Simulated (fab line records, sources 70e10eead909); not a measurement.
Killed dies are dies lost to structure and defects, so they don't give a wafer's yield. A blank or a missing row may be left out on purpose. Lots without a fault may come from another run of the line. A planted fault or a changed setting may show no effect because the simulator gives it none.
fab line records | flow nand_harc
record lots=5 wafers=15 last_day=32
route steps=1302 shown A_BLC@1119 END@1302
lots that met no fault: from a run of the same line without faults
start_h: hours from the record's first day to the start of the lot's first wafer shown | wait_h: hours since the lot's step before | " the same as in the row above | L1.1+2: a row that stands for several wafers | - no value, or no start given | * or withheld: withheld | < > ~ a bound
route shown NAME@n: a module of which the file shows steps, and the number in the route of the first | usual: mean/standard deviation of fault-free wafers | same: alike in all rows | chamber/n: place in a boat | sites: the reading at each site | _std_site: their standard deviation | _edge_site: outer sites' mean less inner sites' | radius_mm: how far each site lies from the wafer's centre | mask NAME#n: copy n | behind: the tool/chamber that last shaped the wafer | hold: why the lot was held/for how many hours/how that ended | device: the transistor (n, p or np) that didn't switch | end of line: the same wafers' tests at the end of the route | a step without rows: its recipe alone | killed: dies lost to structure and defects at the first sort, not the wafer's yield | map: a wafer's dies, x killed, . not, _ none there
set.NAME: the setting as run; set.NAME@STEP: as run at that earlier step | model.NAME: the simulator's own value behind a step, which no gauge read
lots at some steps of the route; a table a step, a row a wafer
services: from which hour (start_h, from the record's first day; less than 0 if before it) a tool's chamber was out of use, for how many hours, and why
## steps
# step NHARC_A_BLC_INSPECT_12
# usual raw_defect_count=85/34
# columns lot.wafer tool chamber start_h wait_h raw_defect_count
L838.4 defect_inspect-01 - 544.40 0.0 134
L838.5 " - " " 134
L838.6 " - " " 145
L840.1 defect_inspect-02 - 572.25 0.0 57
L840.2 " - " " 62
L840.4 " - " " 66
L850.1 defect_inspect-02 - 655.08 0.0 96
L850.2 " - " " 97
L850.4 " - " " 118
L849.1 defect_inspect-01 - 662.86 0.0 73
L849.2 " - " " 51
L849.3 " - " " 50
L856.1 defect_inspect-01 - 729.63 0.0 57
L856.4 " - " " 64
L856.6 " - " " 66
# step NHARC_A_BLC_DESCUM_15
# recipe time_s=3 o2_flow_sccm=200 ar_flow_sccm=0 bias_power_w=0 chemistry=O2
# usual drypump_motor_current_A=5.5/0.4 oes_product_au=0.996/0.015 rf_vpp_V=57.9/0.87 showerhead_plenum_p_Torr=1.91/0.07 throttle_valve_pct=11.311/0.0094
# columns lot.wafer tool chamber start_h wait_h drypump_motor_current_A oes_product_au rf_hours_counter_h rf_vpp_V showerhead_plenum_p_Torr throttle_valve_pct
L838.6 rie_diel-10 1 544.49 0.1 5.4 1.006 - 58.8 1.97 11.302
L838.5 " 2 " " 4.7 0.992 - 56.6 1.86 11.318
L838.4 " 3 " " 5.7 1.031 - 57.3 1.91 11.322
L840.2 rie_diel-10 0 572.31 0.1 5.8 1.000 11 59.4 2.00 11.301
L840.4 " 2 " " 4.7 0.987 13 59.1 1.86 11.300
L840.1 " 3 " " 5.7 1.010 13 56.8 1.91 11.310
L850.1 rie_diel-06 3 655.16 0.1 5.2 1.005 9 58.2 1.81 11.328
L850.2 " 0 " " 5.3 0.980 9 58.2 2.01 11.306
L850.4 " 3 " " 5.3 1.009 - 58.4 1.81 11.299
L849.3 rie_diel-10 3 662.93 0.1 5.7 1.009 5 59.7 1.91 11.306
L849.2 " 0 " " 5.8 1.005 5 58.3 2.00 11.308
L849.1 " 1 " " 5.4 1.011 5 59.1 1.96 11.303
L856.4 rie_diel-06 0 729.69 0.1 5.4 0.977 3 58.5 2.00 11.310
L856.1 " 3 " " 5.3 0.979 3 56.9 1.81 11.329
L856.6 " 1 " " 5.8 0.978 - 58.6 1.90 11.320
# step NHARC_A_BLC_ETCH_16
# recipe target_depth_a=390 over_etch_frac=0.3 time_s=65 ion_energy_ev=80 cf4_flow_sccm=150 ar_flow_sccm=0 rf_w=300 bias_w=100 chemistry=CF4
# usual drypump_motor_current_A=5.6/0.39 oes_product_au=0.997/0.015 rf_vpp_V=151.2/1.2 showerhead_plenum_p_Torr=1.77/0.061 throttle_valve_pct=13.285/0.01
# columns lot.wafer tool chamber start_h wait_h drypump_motor_current_A oes_product_au rf_hours_counter_h rf_vpp_V showerhead_plenum_p_Torr throttle_valve_pct
L838.5 rie_diel-10 1 544.59 0.1 5.5 0.999 - 152.3 1.81 13.275
L838.6 " 2 " " 4.7 1.008 - 150.8 1.72 13.257
L838.4 " 3 " " 5.7 1.021 - 150.3 1.77 13.286
L840.4 rie_diel-10 3 572.40 0.1 5.7 1.014 13 149.7 1.77 13.290
L840.1 " 0 " " 5.9 1.013 11 151.7 1.84 13.272
L840.2 " 1 " " 5.4 0.995 13 153.4 1.81 13.279
L850.1 rie_diel-06 1 655.25 0.1 5.8 1.000 9 150.6 1.76 13.269
L850.2 " 3 " " 5.3 0.994 9 151.1 1.68 13.283
L850.4 " 1 " " 5.8 1.005 - 150.2 1.76 13.290
L849.2 rie_diel-10 0 663.01 0.1 5.8 1.006 5 151.6 1.84 13.294
L849.1 " 2 " " 4.7 0.971 5 150.0 1.72 13.286
L849.3 " 3 " " 5.7 1.001 5 150.1 1.76 13.298
L856.1 rie_diel-06 0 729.79 0.1 5.3 0.978 3 153.8 1.85 13.300
L856.4 " 1 " " 5.8 0.991 3 151.7 1.76 13.281
L856.6 " 2 " " 6.0 0.975 - 147.8 1.72 13.284
# step NHARC_A_BLC_ETCH_17
# recipe target_depth_a=3900 over_etch_frac=0.25 time_s=609.38 ion_energy_ev=200 n2_flow_sccm=150 h2_flow_sccm=150 ar_flow_sccm=0 rf_w=400 bias_w=150 chemistry=N2/H2
# step NHARC_A_BLC_ETCH_18
# recipe target_depth_a=9100 c4f8_flow_sccm=20 o2_flow_sccm=10 ar_flow_sccm=withheld rf_w=600 bias_w=1500 chemistry=C4F8/O2/Ar
# step NHARC_A_BLC_CD_MEAS_19
# usual cd_nm=100.7/2.9
# columns lot.wafer tool chamber start_h wait_h cd_nm
L838.4 cd_sem-02 - 545.67 - 97.3
L838.5 " - " " 101.4
L838.6 " - " " 99.9
L840.1 cd_sem-01 - 573.28 - 94.9
L840.2 " - " " 100.5
L840.4 " - " " 95.0
L850.1 cd_sem-03 - 656.29 - 105.7
L850.2 " - " " 100.4
L850.4 " - " " 103.3
L849.1 cd_sem-01 - 663.91 - 100.6
L849.2 " - " " 96.7
L849.3 " - " " 105.4
L856.1 cd_sem-01 - 730.65 - 100.3
L856.4 " - " " 104.7
L856.6 " - " " 105.4
# step NHARC_A_BLC_STRIP_29
# recipe cf4_flow_sccm=150 ar_flow_sccm=0 bias_w=0 chemistry=CF4
# usual drypump_motor_current_A=5.6/0.38 oes_product_au=0.993/0.013 rf_vpp_V=59.3/0.9 showerhead_plenum_p_Torr=1.76/0.062 throttle_valve_pct=13.284/0.0095
# columns lot.wafer tool chamber start_h wait_h drypump_motor_current_A oes_product_au rf_hours_counter_h rf_vpp_V showerhead_plenum_p_Torr throttle_valve_pct
L838.5 rie_diel-06 3 545.78 0.1 5.3 1.007 - 58.0 1.68 13.278
L838.6 " 1 " " 5.8 1.015 - 58.3 1.76 13.262
L838.4 " 2 " " 6.0 0.967 - 58.4 1.72 13.268
L840.4 rie_diel-10 0 573.35 0.1 5.8 1.008 11 59.4 1.84 13.298
L840.2 " 1 " " 5.4 1.002 13 59.0 1.81 13.288
L840.1 " 3 " " 5.7 1.014 13 59.4 1.77 13.285
L850.1 rie_diel-10 1 656.38 0.1 5.5 1.003 4 59.5 1.81 13.289
L850.2 " 2 " " 4.7 0.979 4 58.5 1.72 13.279
L850.4 " 3 " " 5.7 1.014 4 59.2 1.76 13.261
L849.3 rie_diel-09 0 663.98 0.1 6.1 1.004 49 59.6 1.86 13.297
L849.2 " 1 " " 5.9 0.980 46 59.5 1.69 13.293
L849.1 " 3 " " 5.4 1.019 48 59.4 1.70 13.278
L856.1 rie_diel-06 3 730.74 0.1 5.2 0.980 4 59.3 1.68 13.287
L856.4 " 1 " " 5.8 0.986 3 58.7 1.76 13.300
L856.6 " 2 " " 6.0 0.984 - 59.3 1.72 13.279
# step NHARC_A_BLC_STRIP_21
# recipe o2_flow_sccm=500 ar_flow_sccm=0 bias_w=0 chemistry=O2
# step NHARC_A_BLC_STRIP_22
# recipe time_s=600 temp_c=30 chemistry=post_etch_residue_remover
# step NHARC_A_BLC_DEGAS_30
# recipe temp_c=300 time_s=60
# usual heater_power_w=491/49
# columns lot.wafer tool chamber start_h wait_h heater_power_w
L838.4 pvd_sputter-01 - 546.32 - 435
L838.6 " - " " 481
L838.5 " - " " 547
L840.4 pvd_sputter-02 - 573.88 - 457
L840.2 " - " " 571
L840.1 " - " " 481
L850.2 pvd_sputter-01 - 656.89 - 468
L850.1 " - " " 550
L850.4 " - " " 529
L849.2 pvd_sputter-01 - 665.51 - 539
L849.1 " - " " 411
L849.3 " - " " 556
L856.4 pvd_sputter-01 - 731.25 - 535
L856.1 " - " " 418
L856.6 " - " " 529
# step NHARC_A_BLC_PRE_CLEAN_31
# recipe time_s=15 bias_v=250 gas=Ar
# step NHARC_A_BLC_PVD_32
# recipe target_thk_a=50 chamber_pressure_pa=5 power_w=5000 substrate_temp_c=200 time_s=17.7 material=Ti
# usual throttle_valve_pct=30.3/0.66
# columns lot.wafer tool chamber start_h wait_h throttle_valve_pct
L838.4 pvd_sputter-01 - - - 30.1
L838.6 " - " " 30.2
L838.5 " - " " 29.9
L840.2 pvd_sputter-02 - - - 30.0
L840.1 " - " " 29.5
L840.4 " - " " 28.8
L850.2 pvd_sputter-01 - - - 30.5
L850.1 " - " " 29.9
L850.4 " - " " 31.1
L849.3 pvd_sputter-01 - - - 29.9
L849.2 " - " " 30.6
L849.1 " - " " 30.9
L856.1 pvd_sputter-01 - - - 30.6
L856.4 " - " " 29.7
L856.6 " - " " 30.5
# step NHARC_A_BLC_ALD_23
# recipe target_thk_a=30 pulse_time_s=1 ald_cycles=150 temp_c=450 material=TiN
# usual ald_cycles=150/0 heater_power_w=1090/89 precursor_pulse_height_rel=1.002/0.02
# columns lot.wafer tool chamber start_h wait_h ald_cycles heater_power_w precursor_pulse_height_rel
L838.4 ald_metal-01 1 546.62 - 150 894 1.023
L838.5 " 3 " " 150 1199 0.981
L838.6 " 0 " " 150 1035 1.012
L840.2 ald_metal-04 3 574.12 - 150 1079 1.010
L840.4 " 0 " " 150 1119 0.976
L840.1 " 1 " " 64 991 1.010
L850.1 ald_metal-01 0 657.14 - 150 1054 1.023
L850.2 " 3 " " 150 1200 0.998
L850.4 " 3 " " 150 1210 0.999
L849.1 ald_metal-04 2 665.77 - 150 1129 0.975
L849.2 " 3 " " 150 1001 0.983
L849.3 " 0 " " 150 1123 0.999
L856.1 ald_metal-04 3 731.55 - 150 1040 1.043
L856.4 " 3 " " 150 1066 0.997
L856.6 " 0 " " 150 1103 0.987
# step NHARC_A_BLC_CVD_24
# recipe target_thk_a=1500 temp_c=300 pressure_torr=40 wf6_flow_sccm=40 h2_flow_sccm=1600 ar_flow_sccm=1560 time_s=434 material=W
# step NHARC_END_SORT_01
# recipe temp_c=25
# usual killed_at_array=54/17 killed_at_other=0.7/1 killed_at_periphery=3.7/2.9 killed_dies=58/16 killed_open=3.2/1.9 killed_short=2.2/1.5
# same gross_dies=677
# columns lot.wafer tool chamber start_h wait_h killed_at_array killed_at_other killed_at_periphery killed_dies killed_open killed_short
L840.1 prober-02 0 615.30 2.5 675 0 2 677 5 4
# killed by level:class
L840.1 A_BLC:area_ald=630 A_CHANNEL_HOLE_D2:chamber_film_flake=30 A_CONTACT:chamber_film_flake=6 A_CHANNEL_FILL_D1:geometric_particle:open=2 P_M0:geometric_particle:open=1 P_M2:geometric_particle:open=1 A_CHANNEL_FILL_D1:geometric_particle:short=1 A_DECK1_JOINT:geometric_particle:short=1
# map L840.1 (x killed, . not)
____________x____________
_________xxxxxxx_________
_______xxxxxxxxxxx_______
______xxxxxxxxxxxxx______
_____xxxxxxxxxxxxxxx_____
____xxxxxxxxxxxxxxxxx____
____xxxxxxxxxxxxxxxxx____
___xxxxxxxxxxxxxxxxxxx___
___xxxxxxxxxxxxxxxxxxx___
__xxxxxxxxxxxxxxxxxxxxx__
__xxxxxxxxxxxxxxxxxxxxx__
_xxxxxxxxxxxxxxxxxxxxxxx_
_xxxxxxxxxxxxxxxxxxxxxxx_
_xxxxxxxxxxxxxxxxxxxxxxx_
_xxxxxxxxxxxxxxxxxxxxxxx_
_xxxxxxxxxxxxxxxxxxxxxxx_
xxxxxxxxxxxxxxxxxxxxxxxxx
xxxxxxxxxxxxxxxxxxxxxxxxx
xxxxxxxxxxxxxxxxxxxxxxxxx
xxxxxxxxxxxxxxxxxxxxxxxxx
xxxxxxxxxxxxxxxxxxxxxxxxx
_xxxxxxxxxxxxxxxxxxxxxxx_
_xxxxxxxxxxxxxxxxxxxxxxx_
_xxxxxxxxxxxxxxxxxxxxxxx_
_xxxxxxxxxxxxxxxxxxxxxxx_
_xxxxxxxxxxxxxxxxxxxxxxx_
__xxxxxxxxxxxxxxxxxxxxx__
__xxxxxxxxxxxxxxxxxxxxx__
___xxxxxxxxxxxxxxxxxxx___
___xxxxxxxxxxxxxxxxxxx___
____xxxxxxxxxxxxxxxxx____
____xxxxxxxxxxxxxxxxx____
_____xxxxxxxxxxxxxxx_____
______xxxxxxxxxxxxx______
_______xxxxxxxxxxx_______
_________xxxxxxx_________
____________x____________
# map L856.4 (x killed, . not)
____________x____________
_________......._________
_______..........._______
______.............______
_____..............._____
____.................____
____.................____
___................x..___
___...................___
__.....................__
__.....................__
_...........x........x.x_
_...........x...x......._
_........x..x.x.......x._
_...........xx.x........_
_............xxxx.x....._
...........x.xx....x.....
.....x....x..x.x.x.......
..x.....xxxxxx.x.....x...
............x.xxx........
........x....x..xx.......
_.x............x.x......_
_.............x........._
_......................._
_......................._
_.............x........._
__.....................__
__.....................__
___............x.x....___
___............x......___
____.................____
____.................____
_____..............._____
______.............______
_______..........._______
_________......._________
____________.____________
## services
# columns tool chamber start_h hours kind
ald_metal-01 - 526.00 10.0 pm
rie_diel-10 0 526.22 - clean
rie_diel-10 1 526.22 - clean
rie_diel-10 2 526.22 - clean
rie_diel-10 3 526.22 - clean
rie_diel-10 0 540.50 9.2 repair
rie_diel-06 0 542.83 3.4 repair
rie_diel-10 0 550.72 - clean
rie_diel-10 1 550.72 - clean
rie_diel-10 2 550.72 - clean
pvd_sputter-01 - 582.03 10.0 pm
rie_diel-10 - 596.74 9.0 pm
rie_diel-09 3 620.89 3.2 repair
ald_metal-04 - 626.94 0.9 repair
pvd_sputter-02 - 638.03 10.0 pm
rie_diel-06 0 644.54 3.6 repair
rie_diel-06 2 651.90 5.8 repair
ald_metal-04 - 652.07 10.0 pm
rie_diel-06 - 661.67 9.0 pm
ald_metal-04 3 669.46 6.5 repair
rie_diel-09 - 674.14 9.0 pm
ald_metal-01 - 704.00 10.0 pm
rie_diel-10 1 714.40 1.3 repair
ald_metal-04 1 714.51 24.2 repair
## key
first_sign step=NHARC_A_BLC_ALD_23 reading=ald_cycles direction=down sigmas=99+ usual=150 struck=64
effect step=NHARC_END_SORT_01 reading=killed_dies direction=up sigmas=38 usual=58 struck=677
more_kills_born_at NHARC_A_BLC_ALD_23@ald_metal-04=630
met_at NHARC_A_BLC_ALD_23
struck_wafers L840.1
later_rows_left_out L840.1
tester_left_out L840
fault kind=process_parameter_drift tool=ald_metal-04 chamber=1 onset_h=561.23 steps=NHARC_A_BLC_ALD_23 channel=ald_cycles offset=-86 shape=step end_h=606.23 acts_in=these_recipes_only stated=150
# tester_left_out: of these lots the tester's yield and bins aren't shown, on N5 and GAA mostly nor the transistor test; their killed dies are dies lost to structure and defects alone, not to doping, threshold or leakage, so they don't give the yield
# later_rows_left_out: the simulator's readings of these wafers behind a module that went badly wrong aren't trusted and aren't shown, but for the sort
